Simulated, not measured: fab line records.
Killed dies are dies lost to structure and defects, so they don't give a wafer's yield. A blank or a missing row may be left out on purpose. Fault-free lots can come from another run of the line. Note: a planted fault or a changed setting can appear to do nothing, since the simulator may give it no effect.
2 desks, one fault / flow nand_harc / each desk holds nothing but its own numbers, with what lay behind them at the end

## METROLOGY DESK
Means of the sampled wafers that have a number, per lot and without regard to the tool the lot ran on: this is what the gauges read. Any lot whose mean is over 4 standard deviations away from the usual mean is out of limits and marked OUT; that distance is given in the brackets.
Columns: A = thk_nm at NHARC_A_ONON_D1_THK_MEAS_18, usual 999 nm
lot=L130; first seen here=day 8 02:29; A=992
lot=L131; first seen here=day 8 17:43; A=1009
lot=L132; first seen here=day 8 17:43; A=1013
lot=L133; first seen here=day 9 07:47; A=983
lot=L134; first seen here=day 9 21:33; A=986
lot=L135; first seen here=day 10 07:30; A=983
lot=L136; first seen here=day 10 13:49; A=988
lot=L140; first seen here=day 12 13:10; A=1008
lot=L146; first seen here=day 14 22:19; A=985
lot=L148; first seen here=day 15 15:36; A=1002
lot=L149; first seen here=day 16 00:34; A=990
lot=L151; first seen here=day 16 22:11; A=1002
lot=L153; first seen here=day 17 16:02; A=1010
This desk found nothing out of limits on any of the 13 lots.

## THE DEFECT DESK
Counts from the inspections along the route, per lot, as means over the sampled wafers that have a number. Any lot whose mean is over 4 standard deviations away from the usual mean is out of limits and marked OUT; that distance is given in the brackets.
Columns: A = raw_defect_count at NHARC_A_ZERO_WELL_INSPECT_17, usual 9; B = raw_defect_count at NHARC_A_SOURCE_PLATE_INSPECT_08, usual 56
lot=L130; first seen here=day 6 20:23; A=9; B=56
lot=L131; first seen here=day 7 10:51; A=11; B=63
lot=L132; first seen here=day 7 13:08; A=4; B=39
lot=L133; first seen here=day 8 00:11; A=23; B=62
lot=L134; first seen here=day 8 14:37; A=9; B=43
lot=L135; first seen here=day 8 19:55; A=3; B=33
lot=L136; first seen here=day 9 07:33; A=10; B=57
lot=L140; first seen here=day 11 04:20; A=5; B=50
lot=L146; first seen here=day 13 13:07; A=8; B=565 (+21) OUT
lot=L148; first seen here=day 14 06:37; A=10; B=64
lot=L149; first seen here=day 14 17:34; A=10; B=39
lot=L151; first seen here=day 15 13:08; A=22; B=60
lot=L153; first seen here=day 16 06:03; A=14; B=75
This desk finds L146 out of limits, L146 being first, at day 14 11:43 (raw_defect_count at NHARC_A_SOURCE_PLATE_INSPECT_08). L130, L131, L132, L133, L134, L135, L136, L140, L148, L149, L151, L153: within limits.

## ALL TOGETHER
The defect desk could have raised an alarm at day 14 11:43, on L146.
The metrology desk saw nothing out of limits.
The metrology desk has L146 on record, within its limits.
The lots listed all ran NHARC_A_SOURCE_PLATE_PVD_04 on pvd_sputter-03.

## WHAT HAD BEEN PUT IN BY THE SIMULATOR
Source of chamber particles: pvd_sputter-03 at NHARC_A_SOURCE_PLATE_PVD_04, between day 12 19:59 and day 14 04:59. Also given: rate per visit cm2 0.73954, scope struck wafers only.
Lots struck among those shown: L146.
Hours from the fault's start to each desk's first reading out of limits: the defect desk, 40.
